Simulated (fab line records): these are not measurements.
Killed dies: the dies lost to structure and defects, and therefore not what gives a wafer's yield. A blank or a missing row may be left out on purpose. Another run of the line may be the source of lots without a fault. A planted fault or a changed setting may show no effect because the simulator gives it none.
The tool behind it: which one? / flow n5Finfet / 45 wafers from 15 lots sampled at 4 of the route's 1938 steps

== WHAT EACH GAUGE READ, for each wafer ==
N5_PASSIVATION_OVL_MEAS_60. Usual: TV_OVL -5 nm, standard deviation 5.3.
lot=L134; measured=day 15 00:05; on=overlay-01; TV_OVL (nm)=-7 -6 -6; flag=
lot=L135; measured=day 15 01:53; on=overlay-01; TV_OVL (nm)=-8 -6 -9; flag=
lot=L131; measured=day 15 13:13; on=overlay-01; TV_OVL (nm)=-6 -10 -8; flag=
lot=L137; measured=day 15 17:16; on=overlay-01; TV_OVL (nm)=1 -2 -7; flag=
lot=L139; measured=day 15 17:28; on=overlay-02; TV_OVL (nm)=-4 -6 -6; flag=
lot=L138; measured=day 16 05:11; on=overlay-01; TV_OVL (nm)=-7 -5 1; flag=
lot=L140; measured=day 16 23:01; on=overlay-02; TV_OVL (nm)=-5 -2 -5; flag=
lot=L141; measured=day 17 04:55; on=overlay-02; TV_OVL (nm)=-1 -3 0; flag=
lot=L144; measured=day 17 17:34; on=overlay-02; TV_OVL (nm)=-15 -16 -17; flag=
lot=L150; measured=day 17 23:11; on=overlay-01; TV_OVL (nm)=-12 -5 -18; flag=
lot=L147; measured=day 17 23:28; on=overlay-02; TV_OVL (nm)=-5 -10 -5; flag=
lot=L146; measured=day 18 07:44; on=overlay-02; TV_OVL (nm)=-10 -3 -8; flag=
lot=L151; measured=day 19 21:06; on=overlay-02; TV_OVL (nm)=-8 -5 -11; flag=
lot=L152; measured=day 20 00:35; on=overlay-02; TV_OVL (nm)=-7 -2 -2; flag=
lot=L153; measured=day 20 13:08; on=overlay-02; TV_OVL (nm)=-1 5 -2; flag=

N5_PASSIVATION_OVL_MEAS_63. Usual: PAD_OVL 2 nm, standard deviation 5.2.
lot=L134; measured=day 15 01:29; on=overlay-02; PAD_OVL (nm)=3 3 7; flag=
lot=L135; measured=day 15 04:07; on=overlay-01; PAD_OVL (nm)=6 8 4; flag=
lot=L131; measured=day 15 14:50; on=overlay-02; PAD_OVL (nm)=-2 7 6; flag=
lot=L137; measured=day 15 18:47; on=overlay-02; PAD_OVL (nm)=5 6 8; flag=
lot=L139; measured=day 15 19:15; on=overlay-02; PAD_OVL (nm)=3 7 8; flag=
lot=L138; measured=day 16 07:10; on=overlay-02; PAD_OVL (nm)=-1 0 0; flag=
lot=L140; measured=day 17 00:56; on=overlay-02; PAD_OVL (nm)=- - -; flag=OFF
lot=L141; measured=day 17 07:21; on=overlay-01; PAD_OVL (nm)=- - -; flag=OFF
lot=L144; measured=day 17 19:22; on=overlay-01; PAD_OVL (nm)=- - -; flag=OFF
lot=L150; measured=day 18 00:59; on=overlay-01; PAD_OVL (nm)=-4 3 1; flag=
lot=L147; measured=day 18 01:20; on=overlay-02; PAD_OVL (nm)=2 0 5; flag=
lot=L146; measured=day 18 09:10; on=overlay-01; PAD_OVL (nm)=-7 -2 -3; flag=
lot=L151; measured=day 19 23:10; on=overlay-02; PAD_OVL (nm)=3 14 5; flag=
lot=L152; measured=day 20 02:34; on=overlay-01; PAD_OVL (nm)=11 1 -4; flag=
lot=L153; measured=day 20 14:47; on=overlay-01; PAD_OVL (nm)=5 -2 1; flag=

== EACH LOT AND THE TOOL THAT RAN IT (in order: tool; ch and the chambers of the sampled wafers; start) ==
lot=L134; N5_PASSIVATION_ETCH_15=rieDiel-01 ch 0,2,3, day 15 01:20 or earlier; N5_PASSIVATION_PEB_28=lithoTrack-05 ch 0, day 15 01:20
lot=L135; N5_PASSIVATION_ETCH_15=rieDiel-01 ch 0,1, day 15 03:58 or earlier; N5_PASSIVATION_PEB_28=lithoTrack-05 ch 0, day 15 03:58
lot=L131; N5_PASSIVATION_ETCH_15=rieDiel-05 ch 1,3, day 15 14:41 or earlier; N5_PASSIVATION_PEB_28=lithoTrack-01 ch 0, day 15 14:41
lot=L137; N5_PASSIVATION_ETCH_15=rieDiel-04 ch 0,1, day 15 18:38 or earlier; N5_PASSIVATION_PEB_28=lithoTrack-02 ch 0, day 15 18:38
lot=L139; N5_PASSIVATION_ETCH_15=rieDiel-01 ch 2,3, day 15 19:06 or earlier; N5_PASSIVATION_PEB_28=lithoTrack-05 ch 0, day 15 19:06
lot=L138; N5_PASSIVATION_ETCH_15=rieDiel-04 ch 0,3, day 16 07:01 or earlier; N5_PASSIVATION_PEB_28=lithoTrack-01 ch 0, day 16 07:01
lot=L140; N5_PASSIVATION_ETCH_15=rieDiel-05 ch 0,1, day 17 00:47 or earlier; N5_PASSIVATION_PEB_28=lithoTrack-05, day 17 00:47
lot=L141; N5_PASSIVATION_ETCH_15=rieDiel-05 ch 0,1, day 17 07:12 or earlier; N5_PASSIVATION_PEB_28=lithoTrack-05, day 17 07:12
lot=L144; N5_PASSIVATION_ETCH_15=rieDiel-05 ch 1,2,3, day 17 19:14 or earlier; N5_PASSIVATION_PEB_28=lithoTrack-05, day 17 19:14
lot=L150; N5_PASSIVATION_ETCH_15=rieDiel-01 ch 1,2, day 18 00:50 or earlier; N5_PASSIVATION_PEB_28=lithoTrack-02 ch 0, day 18 00:50
lot=L147; N5_PASSIVATION_ETCH_15=rieDiel-04 ch 1,3, day 18 01:11 or earlier; N5_PASSIVATION_PEB_28=lithoTrack-05 ch 0, day 18 01:11
lot=L146; N5_PASSIVATION_ETCH_15=rieDiel-01 ch 0,2, day 18 09:01 or earlier; N5_PASSIVATION_PEB_28=lithoTrack-02 ch 0, day 18 09:01
lot=L151; N5_PASSIVATION_ETCH_15=rieDiel-04 ch 0,1,3, day 19 23:01 or earlier; N5_PASSIVATION_PEB_28=lithoTrack-02 ch 0, day 19 23:01
lot=L152; N5_PASSIVATION_ETCH_15=rieDiel-05 ch 1,2, day 20 02:25 or earlier; N5_PASSIVATION_PEB_28=lithoTrack-01 ch 0, day 20 02:25
lot=L153; N5_PASSIVATION_ETCH_15=rieDiel-01 ch 1,3, day 20 14:38 or earlier; N5_PASSIVATION_PEB_28=lithoTrack-05 ch 0, day 20 14:38
- N5_PASSIVATION_ETCH_15: etches SiCN in CF4/N2, target depth 75 nm, time 81.2 s.
- N5_PASSIVATION_PEB_28

== AS READ BY THE TOOLS THEMSELVES (means over the sampled wafers that have a number; for cases with no such wafer, the mark the record gives instead) ==
N5_PASSIVATION_ETCH_15. Usual: biasW 70.01 W, standard deviation 0.21; drypumpMotorCurrentA 5.7 A, standard deviation 0.46; oesProductAu 0.83 a.u., standard deviation 0.085; rfVppV 381.9 V, standard deviation 1.9; showerheadPlenumPTorr 2.20 Torr, standard deviation 0.066; throttleValvePct 15.47 %, standard deviation 0.18.
lot=L134; tool=rieDiel-01; biasW (W)=69.91; drypumpMotorCurrentA (A)=5.8; oesProductAu (a.u.)=0.84; rfVppV (V)=382.3; showerheadPlenumPTorr (Torr)=2.22; throttleValvePct (%)=15.48; flag=
lot=L135; tool=rieDiel-01; biasW (W)=70.12; drypumpMotorCurrentA (A)=6.1; oesProductAu (a.u.)=0.75; rfVppV (V)=383.2; showerheadPlenumPTorr (Torr)=2.25; throttleValvePct (%)=15.50; flag=
lot=L131; tool=rieDiel-05; biasW (W)=69.95; drypumpMotorCurrentA (A)=5.6; oesProductAu (a.u.)=0.82; rfVppV (V)=383.2; showerheadPlenumPTorr (Torr)=2.26; throttleValvePct (%)=15.57; flag=
lot=L137; tool=rieDiel-04; biasW (W)=70.20; drypumpMotorCurrentA (A)=5.8; oesProductAu (a.u.)=0.85; rfVppV (V)=380.6; showerheadPlenumPTorr (Torr)=2.16; throttleValvePct (%)=15.40; flag=
lot=L139; tool=rieDiel-01; biasW (W)=69.74; drypumpMotorCurrentA (A)=5.5; oesProductAu (a.u.)=0.81; rfVppV (V)=382.1; showerheadPlenumPTorr (Torr)=2.20; throttleValvePct (%)=15.41; flag=
lot=L138; tool=rieDiel-04; biasW (W)=70.01; drypumpMotorCurrentA (A)=5.8; oesProductAu (a.u.)=0.93; rfVppV (V)=381.8; showerheadPlenumPTorr (Torr)=2.18; throttleValvePct (%)=15.46; flag=
lot=L140; tool=rieDiel-05; biasW (W)=69.95; drypumpMotorCurrentA (A)=5.1; oesProductAu (a.u.)=0.94; rfVppV (V)=384.0; showerheadPlenumPTorr (Torr)=2.28; throttleValvePct (%)=15.41; flag=
lot=L141; tool=rieDiel-05; biasW (W)=70.07; drypumpMotorCurrentA (A)=5.5; oesProductAu (a.u.)=0.87; rfVppV (V)=384.3; showerheadPlenumPTorr (Torr)=2.29; throttleValvePct (%)=15.56; flag=
lot=L144; tool=rieDiel-05; biasW (W)=70.27; drypumpMotorCurrentA (A)=5.5; oesProductAu (a.u.)=0.78; rfVppV (V)=381.8; showerheadPlenumPTorr (Torr)=2.18; throttleValvePct (%)=15.57; flag=
lot=L150; tool=rieDiel-01; biasW (W)=70.06; drypumpMotorCurrentA (A)=5.8; oesProductAu (a.u.)=0.91; rfVppV (V)=383.0; showerheadPlenumPTorr (Torr)=2.24; throttleValvePct (%)=15.13; flag=
lot=L147; tool=rieDiel-04; biasW (W)=69.94; drypumpMotorCurrentA (A)=5.8; oesProductAu (a.u.)=0.88; rfVppV (V)=381.9; showerheadPlenumPTorr (Torr)=2.16; throttleValvePct (%)=15.53; flag=
lot=L146; tool=rieDiel-01; biasW (W)=70.09; drypumpMotorCurrentA (A)=5.8; oesProductAu (a.u.)=0.82; rfVppV (V)=383.0; showerheadPlenumPTorr (Torr)=2.24; throttleValvePct (%)=15.54; flag=
lot=L151; tool=rieDiel-04; biasW (W)=70.10; drypumpMotorCurrentA (A)=5.8; oesProductAu (a.u.)=0.84; rfVppV (V)=380.2; showerheadPlenumPTorr (Torr)=2.15; throttleValvePct (%)=15.52; flag=
lot=L152; tool=rieDiel-05; biasW (W)=69.92; drypumpMotorCurrentA (A)=5.8; oesProductAu (a.u.)=0.76; rfVppV (V)=381.9; showerheadPlenumPTorr (Torr)=2.23; throttleValvePct (%)=15.73; flag=
lot=L153; tool=rieDiel-01; biasW (W)=69.83; drypumpMotorCurrentA (A)=6.2; oesProductAu (a.u.)=0.82; rfVppV (V)=381.5; showerheadPlenumPTorr (Torr)=2.17; throttleValvePct (%)=15.40; flag=

N5_PASSIVATION_PEB_28. Usual: 45.1 Pa for exhaustPa, sd 0.98.
lot=L134; tool=lithoTrack-05; exhaustPa (Pa)=46.6; flag=
lot=L135; tool=lithoTrack-05; exhaustPa (Pa)=44.7; flag=
lot=L131; tool=lithoTrack-01; exhaustPa (Pa)=44.9; flag=
lot=L137; tool=lithoTrack-02; exhaustPa (Pa)=43.9; flag=
lot=L139; tool=lithoTrack-05; exhaustPa (Pa)=45.1; flag=
lot=L138; tool=lithoTrack-01; exhaustPa (Pa)=45.7; flag=
lot=L140; tool=lithoTrack-05; exhaustPa (Pa)=-; flag=OFF
lot=L141; tool=lithoTrack-05; exhaustPa (Pa)=-; flag=OFF
lot=L144; tool=lithoTrack-05; exhaustPa (Pa)=-; flag=OFF
lot=L150; tool=lithoTrack-02; exhaustPa (Pa)=44.4; flag=
lot=L147; tool=lithoTrack-05; exhaustPa (Pa)=44.0; flag=
lot=L146; tool=lithoTrack-02; exhaustPa (Pa)=45.5; flag=
lot=L151; tool=lithoTrack-02; exhaustPa (Pa)=45.4; flag=
lot=L152; tool=lithoTrack-01; exhaustPa (Pa)=45.1; flag=
lot=L153; tool=lithoTrack-05; exhaustPa (Pa)=44.4; flag=

== THE ANSWER, worked out from the rows above alone ==
Rule: a lot counts as off when the mean over its wafers that have a number is more than 3 standard deviations away from the usual mean. Also off: a lot with no number at a reading for which 4 or more lots have one. The other lots that the step has rows for count as sound. After the gauges, taken in route order, come the tools' own readings; for these a lot's mean is taken, as printed above. At the first step where some lot is off, the reading lying furthest off is the one used; lots without a number count as furthest.
Off: at N5_PASSIVATION_OVL_MEAS_63 (PAD_OVL), L140, L141, L144. Without a number there: L140, L141, L144.
A tool fits if, at a process step before that reading, it ran every lot that is off, and no sound lot after the first of them. The gauges at N5_PASSIVATION_OVL_MEAS_63 aren't tried: what is off there is off at N5_PASSIVATION_PEB_28 too, on other tools, and a gauge's error can't cause that. Because N5_PASSIVATION_ETCH_15 lacks a start for some lots, the hours and order of its lots are taken from N5_PASSIVATION_PEB_28. No candidate that was tried fits.

== WHAT THE SIMULATOR HAD INSERTED ==
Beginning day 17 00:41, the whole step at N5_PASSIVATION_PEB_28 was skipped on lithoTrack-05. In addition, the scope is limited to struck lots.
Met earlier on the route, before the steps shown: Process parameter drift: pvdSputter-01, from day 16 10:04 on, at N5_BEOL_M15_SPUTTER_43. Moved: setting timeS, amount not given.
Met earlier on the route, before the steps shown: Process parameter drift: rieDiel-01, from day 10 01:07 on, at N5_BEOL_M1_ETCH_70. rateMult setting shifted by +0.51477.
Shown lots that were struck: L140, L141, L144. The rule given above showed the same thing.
